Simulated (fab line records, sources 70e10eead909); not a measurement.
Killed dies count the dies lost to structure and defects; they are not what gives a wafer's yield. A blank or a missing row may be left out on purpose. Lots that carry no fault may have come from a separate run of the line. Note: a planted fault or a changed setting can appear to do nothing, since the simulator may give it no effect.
Matching of chambers -- flow nand_harc -- NHARC_P_GATE_DEP_103 on pecvd-02: 3 sister chambers
The step deposits SiON, target thk 30 nm. 3 wafers are shown with their chamber, then 8 later ones without.

## WAFERS PAIRED WITH THEIR CHAMBERS
wafer,chamber,heater_power_w (W)
L456.4,2,777
L456.6,1,724
L464.1,0,749

## WAFERS WITH NO CHAMBER GIVEN
wafer,heater_power_w (W)
L464.2,676
L464.4,776
L465.1,865
L465.3,700
L465.6,725
L469.1,717
L469.2,808
L469.3,755

## WHICH CHAMBER EACH WENT THROUGH
wafer,from the rows above,in truth
L464.2,can't be placed: 1 or 0 or 2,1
L464.4,can't be placed: 2 or 0 or 1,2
L465.1,can't be placed: 2 or 0 or 1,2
L465.3,can't be placed: 1 or 0 or 2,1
L465.6,can't be placed: 1 or 0 or 2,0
L469.1,can't be placed: 1 or 0 or 2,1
L469.2,can't be placed: 2 or 0 or 1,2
L469.3,can't be placed: 0 or 2 or 1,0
Correct placement for 0 of the 8. From these rows, 8 cannot be placed; in 8 the true chamber is one of the candidates. 0 placed wrongly.
How it was worked out, from the rows above alone: a wafer's distance from a chamber is the root of the sum, over the readings, of the square of ((its reading less the chamber's mean) divided by the reading's scatter). If the next closest chamber is less than 2 further off than the closest, the wafer can't be placed; otherwise it belongs to the closest. The mean given for a chamber averages the wafers shown for that chamber. The scatter: with one shown wafer a chamber, the root of the mean of the squares of how far each hidden wafer lies from its nearest shown one.
